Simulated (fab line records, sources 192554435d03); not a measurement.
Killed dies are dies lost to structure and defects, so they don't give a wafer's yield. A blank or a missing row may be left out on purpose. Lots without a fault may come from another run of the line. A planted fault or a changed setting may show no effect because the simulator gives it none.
Chamber matching | flow n5_finfet | N5_BEOL_M7_STRIP_67 on rie_diel-06: 4 sister chambers
The step strips in CF4. 4 wafers are shown with their chamber, then 10 later ones without.

WAFERS WITH THEIR CHAMBER
wafer  | chamber | showerhead_plenum_p_Torr (Torr)
L080.5 | 2       | 1.72
L083.5 | 0       | 1.87
L085.1 | 1       | 1.67
L085.4 | 3       | 1.91

WAFERS WITHOUT THEIR CHAMBER
wafer  | showerhead_plenum_p_Torr (Torr)
L085.6 | 1.71
L088.1 | 1.87
L088.2 | 1.91
L088.6 | 1.87
L092.1 | 1.71
L092.2 | 1.67
L092.3 | 1.87
L095.2 | 1.90
L095.3 | 1.66
L095.6 | 1.71

WHICH CHAMBER EACH WENT THROUGH
wafer  | from the rows above | in truth
L085.6 | 2                   | 2
L088.1 | 0                   | 0
L088.2 | 3                   | 3
L088.6 | 0                   | 0
L092.1 | 2                   | 2
L092.2 | 1                   | 1
L092.3 | 0                   | 0
L095.2 | 3                   | 3
L095.3 | 1                   | 1
L095.6 | 2                   | 2
Placed correctly: 10 of 10. Can't be placed from these rows: 0. Placed wrongly: 0.
How it was worked out, from the rows above alone: a wafer's distance from a chamber is the root of the sum, over the readings, of the square of ((its reading less the chamber's mean) divided by the reading's scatter). The wafer belongs to the nearest chamber; if the next one is less than 2 further off, it can't be placed. A chamber's mean is the mean of its shown wafers. The scatter: with one shown wafer a chamber, the root of the mean of the squares of how far each hidden wafer lies from its nearest shown one.
